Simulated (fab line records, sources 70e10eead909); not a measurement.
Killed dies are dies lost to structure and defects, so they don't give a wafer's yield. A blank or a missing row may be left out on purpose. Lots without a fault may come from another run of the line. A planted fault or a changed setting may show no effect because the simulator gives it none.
fab line records | flow nand_harc
record lots=4 wafers=12 last_day=33
route steps=1302 shown A_ONON_D1@440 A_CHANNEL_HOLE_D1@450 END@1302
lots that met no fault: from a run of the same line without faults
start_h: hours from the record's first day to the start of the lot's first wafer shown | wait_h: hours since the lot's step before | " the same as in the row above | L1.1+2: a row that stands for several wafers | - no value, or no start given | * or withheld: withheld | < > ~ a bound
route shown NAME@n: a module of which the file shows steps, and the number in the route of the first | usual: mean/standard deviation of fault-free wafers | same: alike in all rows | chamber/n: place in a boat | sites: the reading at each site | _std_site: their standard deviation | _edge_site: outer sites' mean less inner sites' | radius_mm: how far each site lies from the wafer's centre | mask NAME#n: copy n | behind: the tool/chamber that last shaped the wafer | hold: why the lot was held/for how many hours/how that ended | device: the transistor (n, p or np) that didn't switch | end of line: the same wafers' tests at the end of the route | a step without rows: its recipe alone | killed: dies lost to structure and defects at the first sort, not the wafer's yield | map: a wafer's dies, x killed, . not, _ none there
set.NAME: the setting as run; set.NAME@STEP: as run at that earlier step | model.NAME: the simulator's own value behind a step, which no gauge read
lots at some steps of the route; a table a step, a row a wafer
services: from which hour (start_h, from the record's first day; less than 0 if before it) a tool's chamber was out of use, for how many hours, and why
## steps
# step NHARC_A_ONON_D1_DEP_22
# recipe target_thk_a=10000 n2_flow_sccm=2750 n2o_flow_sccm=2000 nh3_flow_sccm=500 sih4_flow_sccm=210 temp_c=400
# step NHARC_A_ONON_D1_DEP_25
# recipe target_thk_a=10000 n2_flow_sccm=2750 n2o_flow_sccm=2000 nh3_flow_sccm=500 sih4_flow_sccm=210 temp_c=400
# step NHARC_A_ONON_D1_DEP_28
# recipe target_thk_a=10000 n2_flow_sccm=2750 n2o_flow_sccm=2000 nh3_flow_sccm=500 sih4_flow_sccm=210 temp_c=400
# step NHARC_A_ONON_D1_DEP_33
# recipe target_thk_a=2000 temp_c=400 pressure_torr=6.5 rf_w=900 teos_flow_sccm=161.4 flow_sccm=2650 target_thk_nm=200 gas=O2 material=SiO2
# step NHARC_A_CHANNEL_HOLE_D1_DEP_00
# recipe target_thk_a=31000 temp_c=400 material=aC
# step NHARC_A_CHANNEL_HOLE_D1_DEP_01
# recipe target_thk_a=1400 target_thk_nm=140 temp_c=400 pressure_torr=3.5 flow_sccm=200 rf_w=350 material=SiON
# usual heater_power_w=675/80
# columns lot.wafer tool chamber start_h wait_h heater_power_w
L308.2 pecvd-01 1 244.26 1.3 777
L308.5 " 1 " " 785
L308.4 " 2 " " 638
L311.2 pecvd-01 1 281.84 1.3 688
L311.1 " 0 " " 696
L311.4 " 1 " " 663
L313.1 pecvd-01 2 300.69 1.6 580
L313.5 " 2 " " 590
L313.4 " 0 " " 626
L322.3 pecvd-04 0 387.65 1.0 818
L322.2 " 2 " " 662
L322.6 " 2 " " 685
# step NHARC_A_CHANNEL_HOLE_D1_DEHYDRATE_02
# recipe temp_c=150 time_s=120
# step NHARC_A_CHANNEL_HOLE_D1_HMDS_03
# recipe time_s=30
# step NHARC_A_CHANNEL_HOLE_D1_COAT_36
# recipe temp_c=260 time_s=75
# step NHARC_A_CHANNEL_HOLE_D1_COAT_37
# recipe temp_c=225 time_s=65
# step NHARC_A_CHANNEL_HOLE_D1_COAT_04
# recipe spin_rpm=1500 resist_thk_nm=90
# step NHARC_A_CHANNEL_HOLE_D1_SOFTBAKE_05
# recipe temp_c=105 time_s=55
# step NHARC_A_CHANNEL_HOLE_D1_EBR_06
# step NHARC_A_CHANNEL_HOLE_D1_EXPOSE_07
# recipe na=1.35 target_cd_nm=100 sigma_outer=0.3 dose_mj=59.65 mask_id=HOLE_D1
# step NHARC_A_CHANNEL_HOLE_D1_PEB_08
# recipe peb_temp_c=100 peb_time_s=65
# step NHARC_A_CHANNEL_HOLE_D1_DEVELOP_09
# recipe develop_time_s=35 dev_temp_c=23
# step NHARC_A_CHANNEL_HOLE_D1_INSPECT_12
# usual raw_defect_count=5.3/2.8
# columns lot.wafer tool chamber start_h wait_h raw_defect_count
L308.2 defect_inspect-01 - 245.08 0.0 4
L308.4 " - " " 6
L308.5 " - " " 1
L311.1 defect_inspect-01 - 282.76 0.0 931
L311.2 " - " " 900
L311.4 " - " " 932
L313.1 defect_inspect-02 - 301.51 0.0 942
L313.4 " - " " 889
L313.5 " - " " 907
L322.2 defect_inspect-02 - 388.37 0.0 7
L322.3 " - " " 6
L322.6 " - " " 4
# step NHARC_A_CHANNEL_HOLE_D1_DESCUM_15
# recipe time_s=3 o2_flow_sccm=200 ar_flow_sccm=0 bias_power_w=0 chemistry=O2
# step NHARC_A_CHANNEL_HOLE_D1_ETCH_38
# recipe target_depth_a=390 over_etch_frac=0.3 time_s=65 ion_energy_ev=80 cf4_flow_sccm=150 ar_flow_sccm=0 rf_w=300 bias_w=100 chemistry=CF4
# step NHARC_A_CHANNEL_HOLE_D1_ETCH_39
# recipe target_depth_a=2600 over_etch_frac=0.3 time_s=325 ion_energy_ev=200 n2_flow_sccm=150 h2_flow_sccm=150 ar_flow_sccm=0 rf_w=400 bias_w=150 chemistry=N2/H2
# step NHARC_A_CHANNEL_HOLE_D1_ETCH_34
# recipe target_depth_a=1540 time_s=77 cf4_flow_sccm=100 chf3_flow_sccm=30 ar_flow_sccm=0 rf_w=500 bias_w=200 chemistry=CF4/CHF3
# step NHARC_A_CHANNEL_HOLE_D1_ETCH_16
# recipe target_depth_a=31000 over_etch_frac=0.3 time_s=806 ion_energy_ev=150 o2_flow_sccm=400 cos_flow_sccm=20 ar_flow_sccm=0 rf_w=500 bias_w=300 chemistry=O2/COS
# step NHARC_A_CHANNEL_HOLE_D1_ETCH_19
# recipe bias_v=1200 source_w=2500 pressure_mtorr=15 time_s=34.5 ar_flow_sccm=375 c4f8_flow_sccm=28.8 o2_flow_sccm=96.2 temp_c=-20 target_depth_a=* chemistry=C4F8/O2/Ar
# step NHARC_A_CHANNEL_HOLE_D1_ETCH_20
# recipe bias_v=3000 source_w=withheld pressure_mtorr=20 time_s=361.9 ar_flow_sccm=375 c4f8_flow_sccm=89.3 o2_flow_sccm=35.7 temp_c=-20 target_depth_a=16000 chemistry=C4F8/O2/Ar
# step NHARC_A_CHANNEL_HOLE_D1_ETCH_21
# recipe bias_v=3000 source_w=withheld pressure_mtorr=20 time_s=514.3 ar_flow_sccm=375 c4f8_flow_sccm=89.3 o2_flow_sccm=35.7 temp_c=-20 target_depth_a=16000 chemistry=C4F8/O2/Ar
# step NHARC_A_CHANNEL_HOLE_D1_ETCH_22
# recipe bias_v=3000 source_w=withheld pressure_mtorr=20 time_s=666.7 ar_flow_sccm=375 c4f8_flow_sccm=89.3 o2_flow_sccm=35.7 temp_c=-20 target_depth_a=16000 chemistry=C4F8/O2/Ar
# step NHARC_A_CHANNEL_HOLE_D1_ETCH_23
# recipe bias_v=5000 source_w=withheld pressure_mtorr=20 time_s=819 ar_flow_sccm=375 c4f8_flow_sccm=89.3 o2_flow_sccm=35.7 temp_c=-20 target_depth_a=16000 chemistry=C4F8/O2/Ar
# step NHARC_A_CHANNEL_HOLE_D1_ETCH_24
# recipe bias_v=5000 source_w=withheld pressure_mtorr=20 time_s=906.2 ar_flow_sccm=375 c4f8_flow_sccm=93.8 o2_flow_sccm=31.2 temp_c=-20 target_depth_a=15000 chemistry=C4F8/O2/Ar
# step NHARC_A_CHANNEL_HOLE_D1_ETCH_25
# recipe bias_v=5000 source_w=withheld pressure_mtorr=20 time_s=1040.2 ar_flow_sccm=375 c4f8_flow_sccm=93.8 o2_flow_sccm=31.2 temp_c=-20 target_depth_a=15000 chemistry=C4F8/O2/Ar
# step NHARC_A_CHANNEL_HOLE_D1_ETCH_26
# recipe bias_v=300 source_w=2000 pressure_mtorr=30 time_s=224.1 ar_flow_sccm=375 c4f8_flow_sccm=11.4 o2_flow_sccm=113.6 temp_c=-20 target_depth_a=3000 chemistry=C4F8/O2/Ar
# step NHARC_A_CHANNEL_HOLE_D1_ETCH_33
# recipe bias_v=400 source_w=2000 pressure_mtorr=25 time_s=90 ar_flow_sccm=375 c4f8_flow_sccm=41.7 o2_flow_sccm=83.3 temp_c=-20 target_depth_a=4000 chemistry=C4F8/O2/Ar
# step NHARC_A_CHANNEL_HOLE_D1_STRIP_41
# recipe n2_flow_sccm=150 h2_flow_sccm=150 ar_flow_sccm=0 bias_w=0 chemistry=N2/H2
# step NHARC_A_CHANNEL_HOLE_D1_INSPECT_40
# usual raw_defect_count=75/25
# columns lot.wafer tool chamber start_h wait_h raw_defect_count
L308.2 defect_inspect-01 - 252.06 - 92
L308.4 " - " " 76
L308.5 " - " " 94
L311.1 defect_inspect-02 - 293.22 - 960
L311.2 " - " " 972
L311.4 " - " " 978
L313.1 defect_inspect-02 - 310.65 - 1006
L313.4 " - " " 998
L313.5 " - " " 996
L322.2 defect_inspect-02 - 400.45 - 81
L322.3 " - " " 92
L322.6 " - " " 92
# step NHARC_END_SORT_01
# recipe temp_c=25
# usual killed_at_array=55/20 killed_at_other=0.7/0.96 killed_at_periphery=4.1/2.4 killed_dies=60/20 killed_open=3.3/1.9 killed_short=2.8/1.6
# same gross_dies=677
# columns lot.wafer tool chamber start_h wait_h killed_at_array killed_at_other killed_at_periphery killed_dies killed_open killed_short
L311.1 prober-02 0 654.58 2.5 119 0 5 124 0 2
L311.2 prober-02 0 655.39 2.8 102 1 9 112 5 3
L311.4 prober-02 0 657.01 3.4 91 0 10 101 5 1
L313.1 prober-01 0 690.12 2.5 135 1 5 141 1 3
L313.4 prober-01 0 692.53 3.4 129 1 6 136 4 1
L313.5 prober-01 0 693.33 3.7 143 0 3 146 2 3
# killed by level:class
L311.1 A_CHANNEL_HOLE_D1:unspecified=93 A_SLIT:chamber_film_flake=9 P_M2:chamber_film_flake=4 A_DECK1_JOINT:chamber_film_flake=4 A_CONTACT:chamber_film_flake=4 A_CHANNEL_HOLE_D1:chamber_film_flake=3 A_DECK1_JOINT:geometric_particle:short=1 A_SGD_CUT:geometric_particle:short=1
L311.2 A_CHANNEL_HOLE_D1:unspecified=54 A_SLIT:chamber_film_flake=24 A_CHANNEL_HOLE_D1:chamber_film_flake=8 A_CONTACT:chamber_film_flake=7 P_M2:chamber_film_flake=4 P_CONTACT:geometric_particle:open=2 P_BONDPAD:chamber_film_flake=2 A_SOURCE_PLATE:geometric_particle:open=1
L311.4 A_CHANNEL_HOLE_D1:unspecified=47 A_SLIT:chamber_film_flake=31 P_M2:chamber_film_flake=5 A_CONTACT:chamber_film_flake=3 A_CHANNEL_HOLE_D1:chamber_film_flake=3 P_BONDPAD:chamber_film_flake=2 A_DECK1_JOINT:chamber_film_flake=2 P_GATE:geometric_particle:open=1
L313.1 A_CHANNEL_HOLE_D1:unspecified=86 A_CHANNEL_HOLE_D1:chamber_film_flake=29 A_CONTACT:chamber_film_flake=6 A_SLIT:chamber_film_flake=4 P_GATE:chamber_film_flake=3 A_WL_FILL:chamber_film_flake=3 A_CHANNEL_HOLE_D2:chamber_film_flake=2 P_CONTACT:geometric_particle:short=1
L313.4 A_CHANNEL_HOLE_D1:unspecified=91 A_CHANNEL_HOLE_D1:chamber_film_flake=22 A_CONTACT:chamber_film_flake=6 P_CONTACT:chamber_film_flake=3 A_CHANNEL_HOLE_D2:chamber_film_flake=3 A_M0:geometric_particle:open=2 P_GATE:chamber_film_flake=2 A_WL_FILL:chamber_film_flake=2
L313.5 A_CHANNEL_HOLE_D1:unspecified=81 A_CHANNEL_HOLE_D1:chamber_film_flake=30 A_CONTACT:chamber_film_flake=10 A_SLIT:chamber_film_flake=5 A_WL_FILL:chamber_film_flake=5 A_CHANNEL_HOLE_D2:chamber_film_flake=4 A_STAIRCASE:chamber_film_flake=3 A_CHANNEL_HOLE_D2:geometric_particle:short=2
# map L311.1 (x killed, . not)
____________.____________
_________......._________
_______..........._______
______.............______
_____..............._____
____........xx..x....____
____.x.......xxxx....____
___........xxxxxx.....___
___.......xxxxxxxx...x___
__...x....xxxxxxxxxx.x.__
__x......x.xxxxxxxx....__
_......x..xxxxxxxx......_
_...x...xxxxxxxxxxx....._
_.......xx.xxxxxxxx.x..._
_..........xxxxxxx......_
_.........xxxxxxxxx....._
..........xxxxxxxx.......
..........xxxxxxxx.......
..........x.xx.x.........
............x............
.........................
_......................._
_............x.........._
_......................._
_...x..................._
_......................._
__......x...x..........__
__.x...............x.x.__
___........x..........___
___...................___
____.................____
____...............x.____
_____......x........_____
______.............______
_______..........._______
_________......._________
____________.____________
# map L313.5 (x killed, . not)
____________.____________
_________...x.x._________
_______x...xxx...._______
______x..x...xx....______
_____xxxx..xxxx....._____
____xxxx.x.xxxx......____
____xxxxxxxxxx.......____
___xxxxxxxxxxxx.......___
___xxxxxxx.xxxx.......___
__xxxxxxxx...x.........__
__xxxxxxxx..x.x........__
_xxxxxxxxxxx..........x._
_xxxxxxxxx....x........._
_x.xxxxxxx.............._
_..xxxxxxx....x........._
_.x.xx..x.xx.........x.._
..xx..x..................
..x...x..................
.........................
.........................
......................x..
_......................._
_.......x..............._
_......................._
_......................._
_x......xx.............._
__.....................__
__....x......x...x.....__
___.............xx....___
___x..........xx....x.___
____.............x...____
____.................____
_____..............._____
______....x.x......______
_______..........._______
_________......._________
____________.____________
## services
# columns tool chamber start_h hours kind
pecvd-01 2 267.80 19.9 repair
pecvd-04 - 269.51 13.0 pm
pecvd-04 0 269.51 13.0 vent_cycle
pecvd-04 1 269.51 13.0 vent_cycle
pecvd-04 2 269.51 13.0 vent_cycle
pecvd-04 0 282.51 - clean
pecvd-04 1 282.51 - clean
pecvd-04 2 282.51 - clean
pecvd-01 - 311.08 13.0 pm
pecvd-01 0 311.08 13.0 vent_cycle
pecvd-01 1 311.08 13.0 vent_cycle
pecvd-01 2 311.08 13.0 vent_cycle
pecvd-01 0 324.08 - clean
pecvd-01 1 324.08 - clean
pecvd-01 2 324.08 - clean
pecvd-01 0 348.03 4.4 repair
## key
first_sign step=NHARC_A_CHANNEL_HOLE_D1_INSPECT_12 reading=raw_defect_count direction=up sigmas=99+ usual=5.3 struck=916.8
effect step=NHARC_A_CHANNEL_HOLE_D1_INSPECT_40 reading=raw_defect_count direction=up sigmas=36 usual=75 struck=985
effect step=NHARC_END_SORT_01 reading=killed_dies direction=up sigmas=3.4 usual=60 struck=127
more_kills_born_at NHARC_A_CHANNEL_HOLE_D1_DEP_01@pecvd-01=452
met_at NHARC_A_CHANNEL_HOLE_D1_DEP_01
struck_wafers L311.1,L311.2,L311.4,L313.1,L313.4,L313.5
tester_left_out L311,L313
onset_between 244.26 281.84
fault kind=chamber_particle_source tool=pecvd-01 chamber=- onset_h=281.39 steps=NHARC_A_CHANNEL_HOLE_D1_DEP_01 rate_per_visit_cm2=1.3865 end_h=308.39
# tester_left_out: of these lots the tester's yield and bins aren't shown, on N5 and GAA mostly nor the transistor test; their killed dies are dies lost to structure and defects alone, not to doping, threshold or leakage, so they don't give the yield
